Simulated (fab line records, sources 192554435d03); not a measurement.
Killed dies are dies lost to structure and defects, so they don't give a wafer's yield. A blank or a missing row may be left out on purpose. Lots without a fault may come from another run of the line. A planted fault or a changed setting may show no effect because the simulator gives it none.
Chamber matching | flow n5_finfet | N5_BEOL_M14_CMP_49 on cmp-01: 4 sister chambers
The step polishes, stops on SiO2, t overpolish 5.2 s, target thk 560 nm. 4 wafers are shown with their chamber, then 7 later ones without.

WAFERS WITH THEIR CHAMBER
wafer  | chamber | motor_current_A (A)
L084.4 | 1       | 8.0
L084.6 | 0       | 6.9
L088.2 | 2       | 7.1
L088.5 | 3       | 7.2

WAFERS WITHOUT THEIR CHAMBER
wafer  | motor_current_A (A)
L088.6 | 6.9
L087.1 | 7.2
L087.2 | 6.8
L087.6 | 7.8
L093.1 | 8.2
L093.2 | 6.9
L093.4 | 7.2

WHICH CHAMBER EACH WENT THROUGH
wafer  | from the rows above     | in truth
L088.6 | can't be placed: 0 or 2 | 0
L087.1 | can't be placed: 3 or 2 | 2
L087.2 | can't be placed: 0 or 2 | 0
L087.6 | 1                       | 1
L093.1 | 1                       | 1
L093.2 | can't be placed: 0 or 2 | 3
L093.4 | can't be placed: 3 or 2 | 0
Placed correctly: 2 of 7. Can't be placed from these rows: 5 (the true chamber is among the candidates in 3). Placed wrongly: 0.
How it was worked out, from the rows above alone: a wafer's distance from a chamber is the root of the sum, over the readings, of the square of ((its reading less the chamber's mean) divided by the reading's scatter). The wafer belongs to the nearest chamber; if the next one is less than 2 further off, it can't be placed. A chamber's mean is the mean of its shown wafers. The scatter: with one shown wafer a chamber, the root of the mean of the squares of how far each hidden wafer lies from its nearest shown one.
